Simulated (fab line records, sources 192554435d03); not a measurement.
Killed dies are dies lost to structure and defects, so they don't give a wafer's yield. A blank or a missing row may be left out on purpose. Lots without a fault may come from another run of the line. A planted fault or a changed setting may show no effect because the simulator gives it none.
fab line records | flow n5_finfet | part 1 of 2: steps 1 to 21 of 31
record lots=5 wafers=15 last_day=15
route steps=1938 shown BEOL_M4@1023
lots that met no fault: from a run of the same line without faults
start_h: hours from the record's first day to the start of the lot's first wafer shown | wait_h: hours since the lot's step before | " the same as in the row above | L1.1+2: a row that stands for several wafers | - no value, or no start given | * or withheld: withheld | < > ~ a bound
route shown NAME@n: a module of which the file shows steps, and the number in the route of the first | usual: mean/standard deviation of fault-free wafers | same: alike in all rows | chamber/n: place in a boat | sites: the reading at each site | _std_site: their standard deviation | _edge_site: outer sites' mean less inner sites' | radius_mm: how far each site lies from the wafer's centre | mask NAME#n: copy n | behind: the tool/chamber that last shaped the wafer | hold: why the lot was held/for how many hours/how that ended | device: the transistor (n, p or np) that didn't switch | end of line: the same wafers' tests at the end of the route | a step without rows: its recipe alone | killed: dies lost to structure and defects at the first sort, not the wafer's yield | map: a wafer's dies, x killed, . not, _ none there
set.NAME: the setting as run; set.NAME@STEP: as run at that earlier step | model.NAME: the simulator's own value behind a step, which no gauge read
lots at some steps of the route; a table a step, a row a wafer
services: from which hour (start_h, from the record's first day; less than 0 if before it) a tool's chamber was out of use, for how many hours, and why
## steps
# step N5_BEOL_M4_PECVD_72
# recipe material=SiO2 target_thk_a=160 temp_c=400 precursor=TEOS/O2 pressure_torr=5.5 rf_w=450 teos_flow_sccm=53.8 gas=O2 flow_sccm=3000 time_s=18
# usual heater_power_outer_w=410/68 heater_power_w=705/83 showerhead_plenum_p_Torr=8.75/0.075 throttle_valve_pct=22.6/1.1
# columns lot.wafer tool chamber start_h wait_h heater_power_outer_w heater_power_w showerhead_plenum_p_Torr throttle_valve_pct
L077.1 pecvd-01 0 173.97 0.0 435 717 8.71 21.6
L077.4 " 0 " " 437 736 8.71 21.6
L077.5 " 2 " " 351 629 8.72 23.6
L083.2 pecvd-04 0 209.23 0.0 449 766 8.85 22.6
L083.4 " 0 " " 454 763 8.83 22.4
L083.5 " 2 " " 434 748 8.71 21.2
L085.1 pecvd-02 2 219.92 0.0 367 625 8.75 21.3
L085.2 " 1 " " 290 598 8.72 22.1
L085.3 " 0 " " 465 765 8.81 23.8
L087.1 pecvd-02 1 233.38 0.0 285 592 8.75 22.3
L087.3 " 0 " " 418 709 8.81 24.0
L087.4 " 0 " " 405 725 8.82 23.9
L090.1 pecvd-01 1 246.00 0.0 349 596 8.58 24.7
L090.2 " 2 " " 332 611 8.70 22.2
L090.5 " 1 " " 360 636 8.59 25.0
# step N5_BEOL_M4_HM_DEP_02
# recipe material=TiN target_thk_a=200 temp_c=25 chamber_pressure_pa=0.49996
# usual chamber_pressure_pa=0.4999/0.001 throttle_valve_pct=30.1/1.5
# columns lot.wafer tool chamber start_h wait_h chamber_pressure_pa throttle_valve_pct
L077.1 pvd_sputter-01 - 174.60 0.6 0.5001 29.8
L077.4 " - " " 0.5008 31.0
L077.5 " - " " 0.5010 28.6
L083.2 pvd_sputter-01 - 209.36 0.1 0.5010 28.5
L083.4 " - " " 0.4997 30.8
L083.5 " - " " 0.5009 28.3
L085.1 pvd_sputter-02 - 220.67 0.7 0.5004 31.9
L085.2 " - " " 0.5004 27.6
L085.3 " - " " 0.5017 30.2
L087.1 pvd_sputter-03 - 234.87 1.5 0.4989 28.7
L087.3 " - " " 0.5006 32.0
L087.4 " - " " 0.5003 30.0
L090.1 pvd_sputter-01 - 246.71 0.7 0.4984 30.9
L090.2 " - " " 0.5003 28.4
L090.5 " - " " 0.5008 28.0
# step N5_BEOL_M4_COAT_61
# recipe resist=SOC temp_c=250 time_s=60 spin_rpm=1500 resist_thk_nm=60
# usual dispense_pressure_kPa=50/5.2
# columns lot.wafer tool chamber start_h wait_h dispense_pressure_kPa
L077.1 litho_track-03 0 174.72 0.1 57
L077.4 " 0 " " 57
L077.5 " 0 " " 57
L083.2 litho_track-03 0 209.49 0.1 57
L083.4 " 0 " " 57
L083.5 " 0 " " 57
L085.1 litho_track-04 0 220.79 0.1 45
L085.2 " 0 " " 45
L085.3 " 0 " " 45
L087.1 litho_track-04 0 235.00 0.1 45
L087.3 " 0 " " 45
L087.4 " 0 " " 46
L090.1 litho_track-01 0 246.83 0.1 47
L090.2 " 0 " " 47
L090.5 " 0 " " 47
# step N5_BEOL_M4_COAT_62
# recipe resist=SiARC temp_c=220 time_s=60 spin_rpm=1500 resist_thk_nm=12
# usual dispense_pressure_kPa=50/5.2
# columns lot.wafer tool chamber start_h wait_h dispense_pressure_kPa
L077.1 litho_track-03 0 - - 57
L077.4 " 0 " " 57
L077.5 " 0 " " 57
L083.2 litho_track-03 0 - - 57
L083.4 " 0 " " 57
L083.5 " 0 " " 57
L085.1 litho_track-04 0 - - 45
L085.2 " 0 " " 45
L085.3 " 0 " " 45
L087.1 litho_track-04 0 - - 45
L087.3 " 0 " " 45
L087.4 " 0 " " 45
L090.1 litho_track-01 0 - - 47
L090.2 " 0 " " 47
L090.5 " 0 " " 47
# step N5_BEOL_M4_COAT_73
# recipe resist=underlayer temp_c=205 time_s=60 spin_rpm=1500 resist_thk_nm=5
# usual dispense_pressure_kPa=50/5.2
# columns lot.wafer tool chamber start_h wait_h dispense_pressure_kPa
L077.1 litho_track-03 0 - - 57
L077.4 " 0 " " 57
L077.5 " 0 " " 57
L083.2 litho_track-03 0 - - 57
L083.4 " 0 " " 57
L083.5 " 0 " " 57
L085.1 litho_track-04 0 - - 46
L085.2 " 0 " " 46
L085.3 " 0 " " 45
L087.1 litho_track-04 0 - - 45
L087.3 " 0 " " 45
L087.4 " 0 " " 46
L090.1 litho_track-01 0 - - 47
L090.2 " 0 " " 47
L090.5 " 0 " " 47
# step N5_BEOL_M4_COAT_05
# recipe resist=CAR-EUV spin_rpm=1500 resist_thk_nm=30
# usual dispense_pressure_kPa=50/5.2
# columns lot.wafer tool chamber start_h wait_h dispense_pressure_kPa
L077.1 litho_track-03 0 - - 57
L077.4 " 0 " " 57
L077.5 " 0 " " 57
L083.2 litho_track-03 0 - - 57
L083.4 " 0 " " 57
L083.5 " 0 " " 57
L085.1 litho_track-04 0 - - 45
L085.2 " 0 " " 45
L085.3 " 0 " " 45
L087.1 litho_track-04 0 - - 45
L087.3 " 0 " " 45
L087.4 " 0 " " 45
L090.1 litho_track-01 0 - - 47
L090.2 " 0 " " 47
L090.5 " 0 " " 47
# step N5_BEOL_M4_EBR_07
# recipe solvent=PGMEA ebr_width_mm=1.5
# columns lot.wafer tool chamber start_h wait_h
L077.1+4+5 litho_track-03 0 - -
L083.2+4+5 litho_track-03 0 - -
L085.1+2+3 litho_track-04 0 - -
L087.1+3+4 litho_track-04 0 - -
L090.1+2+5 litho_track-01 0 - -
# step N5_BEOL_M4_SOFTBAKE_06
# recipe temp_c=110 time_s=60 resist=CAR-EUV
# columns lot.wafer tool chamber start_h wait_h
L077.1+4+5 litho_track-03 0 - -
L083.2+4+5 litho_track-03 0 - -
L085.1+2+3 litho_track-04 0 - -
L087.1+3+4 litho_track-04 0 - -
L090.1+2+5 litho_track-01 0 - -
# step N5_BEOL_M4_EXPOSE_08
# recipe mask_id=M4 na=0.33 source_shape=dipole sigma_inner=0.369 sigma_outer=0.767 polarization=unpolarized dose_mj=41.25
# same na=0.33
# columns lot.wafer tool chamber start_h wait_h mask
L077.1+4+5 euv_scanner-02 0 174.86 - M4#0
L083.2+4+5 euv_scanner-02 0 209.63 - M4#0
L085.1+2+3 euv_scanner-02 0 220.93 - M4#0
L087.1+3+4 euv_scanner-02 0 235.13 - M4#0
L090.1+2+5 euv_scanner-02 0 246.97 - M4#0
# step N5_BEOL_M4_PEB_09
# recipe peb_temp_c=100 peb_time_s=60 resist=CAR-EUV
# columns lot.wafer tool chamber start_h wait_h
L077.1+4+5 litho_track-03 0 174.92 0.1
L083.2+4+5 litho_track-01 0 209.69 0.1
L085.1+2+3 litho_track-04 0 220.99 0.1
L087.1+3+4 litho_track-04 0 235.20 0.1
L090.1+2+5 litho_track-04 0 247.04 0.1
# step N5_BEOL_M4_DEVELOP_10
# recipe develop_time_s=30 developer=TMAH resist=CAR-EUV rinse_liquid=surfactant_rinse dry=air_spin dev_temp_c=23
# columns lot.wafer tool chamber start_h wait_h
L077.1+4+5 litho_track-03 0 - -
L083.2+4+5 litho_track-01 0 - -
L085.1+2+3 litho_track-04 0 - -
L087.1+3+4 litho_track-04 0 - -
L090.1+2+5 litho_track-04 0 - -
# step N5_BEOL_M4_CD_MEAS_11
# recipe target_cd_nm=16.79 landing_energy_ev=500 detector=se_inlens polarity=opening
# usual cd_nm=16.80/0.27
# columns lot.wafer tool chamber start_h wait_h cd_nm
L077.1 cd_sem-01 0 174.99 - 17.00
L077.4 " 0 " " 16.83
L077.5 " 0 " " 17.03
L083.2 cd_sem-01 0 209.75 - 17.25
L083.4 " 0 " " 16.36
L083.5 " 0 " " 16.87
L085.1 cd_sem-03 0 221.06 - 17.38
L085.2 " 0 " " 16.95
L085.3 " 0 " " 17.20
L087.1 cd_sem-02 0 235.26 - 16.63
L087.3 " 0 " " 16.70
L087.4 " 0 " " 16.80
L090.1 cd_sem-02 0 247.10 - 17.02
L090.2 " 0 " " 17.33
L090.5 " 0 " " 16.70
# step N5_BEOL_M4_OVL_MEAS_12
# recipe points_per_wafer=522
# usual M4_OVL=0.0/0.62
# columns lot.wafer tool chamber start_h wait_h M4_OVL[nm]
L077.1 overlay-01 0 175.02 0.0 1.1
L077.4 " 0 " " -0.3
L077.5 " 0 " " 0.6
L083.2 overlay-02 0 209.79 0.0 0.1
L083.4 " 0 " " 0.6
L083.5 " 0 " " -0.3
L085.1 overlay-02 0 221.09 0.0 -0.1
L085.2 " 0 " " 0.4
L085.3 " 0 " " 0.1
L087.1 overlay-02 0 235.29 0.0 -0.4
L087.3 " 0 " " -0.4
L087.4 " 0 " " -0.5
L090.1 overlay-02 0 247.14 0.0 0.6
L090.2 " 0 " " 0.6
L090.5 " 0 " " -0.2
# step N5_BEOL_M4_INSPECT_13
# recipe mode=adi inspect_instrument=brightfield
# usual raw_defect_count=401/98
# columns lot.wafer tool chamber start_h wait_h raw_defect_count
L077.1 defect_inspect-01 - 175.08 0.1 282
L077.4 " - " " 319
L077.5 " - " " 299
L083.2 defect_inspect-02 - 209.84 0.0 425
L083.4 " - " " 379
L083.5 " - " " 380
L085.1 defect_inspect-02 - 221.15 0.1 450
L085.2 " - " " 356
L085.3 " - " " 478
L087.1 defect_inspect-02 - 235.35 0.1 422
L087.3 " - " " 315
L087.4 " - " " 299
L090.1 defect_inspect-02 - 247.19 0.1 479
L090.2 " - " " 388
L090.5 " - " " 397
# step N5_BEOL_M4_DESCUM_16
# recipe chemistry=O2 time_s=7 source_power_w=50 bias_power_w=20 pressure_mtorr=20 rf_frequency_hz=2.712e+07 temp_c=40 resist=CAR-EUV o2_flow_sccm=225
# usual chamber_pressure_mTorr=20.001/0.02 drypump_motor_current_A=5.7/0.42 oes_product_au=0.80/0.084 rf_vpp_V=243.1/1.3 showerhead_plenum_p_Torr=2.10/0.063 throttle_valve_pct=20.40/0.26
# columns lot.wafer tool chamber start_h wait_h chamber_pressure_mTorr drypump_motor_current_A oes_product_au rf_hours_counter_h rf_vpp_V showerhead_plenum_p_Torr throttle_valve_pct
L077.1 rie_diel-01 1 175.11 0.0 20.001 5.6 0.90 32 242.1 2.12 19.90
L077.4 " 2 " " 20.005 5.8 0.69 226 241.6 2.06 20.80
L077.5 " 3 " " 20.023 5.2 0.86 - 243.3 2.05 20.55
L083.2 rie_diel-05 1 209.88 0.0 20.018 5.5 0.73 208 241.6 2.05 20.74
L083.4 " 2 " " 20.017 6.2 0.69 236 244.9 2.13 20.46
L083.5 " 1 " " 19.976 5.5 0.73 - 242.0 2.05 20.73
L085.1 rie_diel-01 1 221.18 0.0 19.988 5.6 0.88 47 243.8 2.11 19.95
L085.2 " 0 " " 20.049 5.1 0.82 86 241.1 2.05 20.24
L085.3 " 2 " " 20.004 5.8 0.69 242 244.3 2.05 20.83
L087.1 rie_diel-01 3 235.39 0.0 20.008 5.2 0.83 71 241.2 2.05 20.56
L087.3 " 0 " " 19.985 5.1 0.81 91 243.8 2.05 20.25
L087.4 " 1 " " 19.978 5.6 0.87 52 244.0 2.11 19.94
L090.1 rie_diel-05 3 247.72 0.5 20.040 5.6 0.69 216 242.8 2.07 20.54
L090.2 " 1 " " 19.953 5.5 0.71 221 242.7 2.05 20.75
L090.5 " 2 " " 20.012 6.2 0.68 - 243.3 2.13 20.48
# step N5_BEOL_M4_ETCH_74
# recipe chemistry=N2/H2 target=underlayer target_depth_a=65 mask_material=CAR-EUV time_s=5.2 ion_energy_ev=200 pressure_mtorr=30 source_w=840 bias_w=150 n2_flow_sccm=200 h2_flow_sccm=200 ends=cleared
# usual chamber_pressure_mTorr=30.00/0.039 drypump_motor_current_A=5.7/0.42 etch_rf_on_time_s=5.15/0.14 oes_product_au=0.68/0.073 rf_vpp_V=524.1/2.7 showerhead_plenum_p_Torr=2.55/0.083 throttle_valve_pct=17.8/0.32
# columns lot.wafer tool chamber start_h wait_h chamber_pressure_mTorr drypump_motor_current_A etch_rf_on_time_s oes_product_au rf_hours_counter_h rf_vpp_V showerhead_plenum_p_Torr throttle_valve_pct
L077.1 rie_diel-01 1 175.15 0.0 30.01 5.6 4.87 0.79 32 526.3 2.59 17.6
L077.4 " 2 " " 30.02 5.7 5.20 0.59 226 521.9 2.53 18.5
L077.5 " 3 " " 29.99 5.2 5.14 0.72 - 520.9 2.48 17.8
L083.2 rie_diel-05 1 209.91 0.0 29.97 5.5 5.20 0.62 208 524.4 2.51 18.2
L083.4 " 2 " " 30.01 6.2 5.39 0.58 236 524.5 2.63 18.2
L083.5 " 1 " " 30.02 5.5 5.16 0.62 - 521.6 2.51 18.2
L085.1 rie_diel-01 1 221.22 0.0 30.06 5.6 4.88 0.77 47 525.7 2.58 17.6
L085.2 " 0 " " 30.00 5.1 5.11 0.69 86 521.4 2.46 17.5
L085.3 " 2 " " 29.96 5.8 5.20 0.58 242 523.0 2.52 18.5
L087.1 rie_diel-01 3 235.42 0.0 30.01 5.2 5.17 0.70 71 522.9 2.47 17.8
L087.3 " 0 " " 30.06 5.1 5.19 0.68 91 521.9 2.46 17.5
L087.4 " 1 " " 30.01 5.6 4.93 0.76 52 525.0 2.58 17.6
L090.1 rie_diel-05 3 247.75 0.0 30.00 5.6 5.17 0.60 216 524.1 2.52 18.0
L090.2 " 1 " " 29.98 5.5 5.16 0.61 221 520.5 2.50 18.3
L090.5 " 2 " " 29.97 6.2 5.35 0.57 - 524.0 2.62 18.2
# step N5_BEOL_M4_ETCH_63
# recipe chemistry=CF4 target=SiARC target_depth_a=156 mask_material=CAR-EUV time_s=26 ion_energy_ev=80 pressure_mtorr=40 source_w=545 bias_w=36 Ar_flow_sccm=100 cf4_flow_sccm=100 ends=cleared
# usual chamber_pressure_mTorr=40.00/0.032 drypump_motor_current_A=5.7/0.42 etch_rf_on_time_s=25.8/0.62 oes_product_au=0.68/0.072 rf_vpp_V=184.1/1.2 showerhead_plenum_p_Torr=2.14/0.061 throttle_valve_pct=15.6/0.31
# columns lot.wafer tool chamber start_h wait_h chamber_pressure_mTorr drypump_motor_current_A etch_rf_on_time_s oes_product_au rf_hours_counter_h rf_vpp_V showerhead_plenum_p_Torr throttle_valve_pct
L077.1 rie_diel-01 1 175.17 0.0 39.96 5.6 24.7 0.78 32 183.2 2.18 15.2
L077.4 " 2 " " 40.00 5.8 25.8 0.60 226 182.9 2.11 16.0
L077.5 " 3 " " 40.01 5.2 25.8 0.72 - 184.3 2.08 15.5
L083.2 rie_diel-05 1 209.93 0.0 40.00 5.5 25.7 0.62 208 185.0 2.14 16.2
L083.4 " 2 " " 39.99 6.1 26.7 0.57 236 184.9 2.18 15.8
L083.5 " 1 " " 39.95 5.5 25.6 0.63 - 184.2 2.14 16.2
L085.1 rie_diel-01 1 221.24 0.0 39.96 5.5 24.6 0.76 47 186.2 2.17 15.2
L085.2 " 0 " " 40.02 5.1 25.6 0.69 86 184.4 2.09 15.4
L085.3 " 2 " " 40.03 5.8 26.1 0.58 242 184.3 2.11 16.1
L087.1 rie_diel-01 3 235.44 0.0 40.02 5.2 25.9 0.70 71 183.1 2.08 15.6
L087.3 " 0 " " 39.99 5.1 25.2 0.69 91 183.7 2.09 15.4
L087.4 " 1 " " 39.99 5.6 24.6 0.75 52 184.5 2.17 15.2
L090.1 rie_diel-05 3 247.77 0.0 40.00 5.6 26.0 0.61 216 183.7 2.13 15.8
L090.2 " 1 " " 39.98 5.5 26.3 0.61 221 184.0 2.13 16.2
L090.5 " 2 " " 40.00 6.2 27.2 0.57 - 185.2 2.18 15.8
# step N5_BEOL_M4_ETCH_64
# recipe chemistry=N2/H2 target=SOC target_depth_a=750 overetch_a=225 mask_material=SiARC temp_c=40 time_s=121.9 ion_energy_ev=200 pressure_mtorr=30 source_w=840 bias_w=150 n2_flow_sccm=200 h2_flow_sccm=200
# usual chamber_pressure_mTorr=30.00/0.031 drypump_motor_current_A=5.7/0.42 oes_product_au=0.60/0.058 rf_vpp_V=523.9/2.4 showerhead_plenum_p_Torr=2.55/0.083 throttle_valve_pct=17.8/0.32
# columns lot.wafer tool chamber start_h wait_h chamber_pressure_mTorr drypump_motor_current_A oes_product_au rf_hours_counter_h rf_vpp_V showerhead_plenum_p_Torr throttle_valve_pct
L077.1 rie_diel-01 1 175.19 0.0 30.03 5.5 0.67 32 525.0 2.59 17.5
L077.4 " 2 " " 30.05 5.8 0.53 226 523.8 2.53 18.4
L077.5 " 3 " " 30.02 5.2 0.64 - 523.1 2.48 17.7
L083.2 rie_diel-05 1 209.96 0.0 29.96 5.5 0.55 208 523.7 2.51 18.2
L083.4 " 2 " " 30.01 6.2 0.52 236 525.5 2.63 18.1
L083.5 " 1 " " 29.97 5.5 0.55 - 523.9 2.51 18.2
L085.1 rie_diel-01 1 221.26 0.0 29.99 5.6 0.66 47 524.0 2.58 17.5
L085.2 " 0 " " 30.00 5.1 0.61 86 521.1 2.46 17.4
L085.3 " 2 " " 30.00 5.8 0.52 242 523.3 2.52 18.4
L087.1 rie_diel-01 3 235.47 0.0 30.02 5.2 0.62 71 520.8 2.47 17.8
L087.3 " 0 " " 29.98 5.1 0.61 91 520.9 2.46 17.5
L087.4 " 1 " " 30.00 5.5 0.65 52 524.8 2.58 17.5
L090.1 rie_diel-05 3 247.80 0.0 30.00 5.6 0.54 216 522.4 2.52 18.0
L090.2 " 1 " " 29.96 5.5 0.55 221 520.5 2.50 18.2
L090.5 " 2 " " 30.00 6.3 0.52 - 525.6 2.62 18.2
# step N5_BEOL_M4_STRIP_65
# recipe chemistry=N2/H2 temp_c=40 n2_flow_sccm=200 h2_flow_sccm=200 rf_frequency_hz=6e+07
# columns lot.wafer tool chamber start_h wait_h
L077.1+4+5 rie_diel-01 1,2,3 175.31 0.1
L083.2+4+5 rie_diel-05 1,2,1 210.07 0.1
L085.1+2+3 rie_diel-01 1,0,2 221.38 0.1
L087.1+3+4 rie_diel-01 3,0,1 235.58 0.1
L090.1+2+5 rie_diel-05 3,1,2 247.91 0.1
# step N5_BEOL_M4_STRIP_75
# recipe chemistry=N2/H2 temp_c=40 n2_flow_sccm=200 h2_flow_sccm=200 rf_frequency_hz=6e+07
# columns lot.wafer tool chamber start_h wait_h
L077.1+4+5 rie_diel-01 1,2,3 175.32 0.0
L083.2+4+5 rie_diel-05 1,2,1 210.08 0.0
L085.1+2+3 rie_diel-01 1,0,2 221.39 0.0
L087.1+3+4 rie_diel-01 3,0,1 235.59 0.0
L090.1+2+5 rie_diel-05 3,1,2 247.92 0.0
# step N5_BEOL_M4_STRIP_66
# recipe chemistry=CF4 resist=SiARC power_w=300 bias_power_w=75 pressure_mtorr=50 cf4_flow_sccm=150 rf_frequency_hz=6e+07
# usual chamber_pressure_mTorr=50.00/0.051 drypump_motor_current_A=5.7/0.42 oes_product_au=0.79/0.076 rf_vpp_V=271.2/1.5 showerhead_plenum_p_Torr=1.80/0.05 throttle_valve_pct=13.6/0.31
# columns lot.wafer tool chamber start_h wait_h chamber_pressure_mTorr drypump_motor_current_A oes_product_au rf_hours_counter_h rf_vpp_V showerhead_plenum_p_Torr throttle_valve_pct
L077.1 rie_diel-01 1 175.33 0.0 50.01 5.6 0.88 32 272.3 1.82 13.2
L077.4 " 2 " " 50.01 5.8 0.69 226 271.4 1.77 14.0
L077.5 " 3 " " 50.11 5.2 0.83 - 270.6 1.74 13.5
L083.2 rie_diel-05 1 210.09 0.0 49.94 5.5 0.72 208 271.6 1.79 14.1
L083.4 " 2 " " 50.10 6.2 0.69 236 273.7 1.82 13.8
L083.5 " 1 " " 49.94 5.5 0.72 - 270.7 1.79 14.1
L085.1 rie_diel-01 1 221.40 0.0 49.93 5.6 0.85 47 272.6 1.82 13.2
L085.2 " 0 " " 50.01 5.1 0.78 86 270.7 1.76 13.4
L085.3 " 2 " " 49.97 5.8 0.69 242 269.7 1.77 14.1
L087.1 rie_diel-01 3 235.60 0.0 49.99 5.2 0.81 71 272.7 1.73 13.5
L087.3 " 0 " " 49.96 5.1 0.79 91 270.7 1.75 13.4
L087.4 " 1 " " 50.07 5.6 0.85 52 272.1 1.82 13.2
L090.1 rie_diel-05 3 247.93 0.0 49.97 5.6 0.70 216 270.8 1.77 13.7
L090.2 " 1 " " 50.02 5.5 0.71 221 270.0 1.79 14.2
L090.5 " 2 " " 50.02 6.1 0.67 - 271.6 1.82 13.8
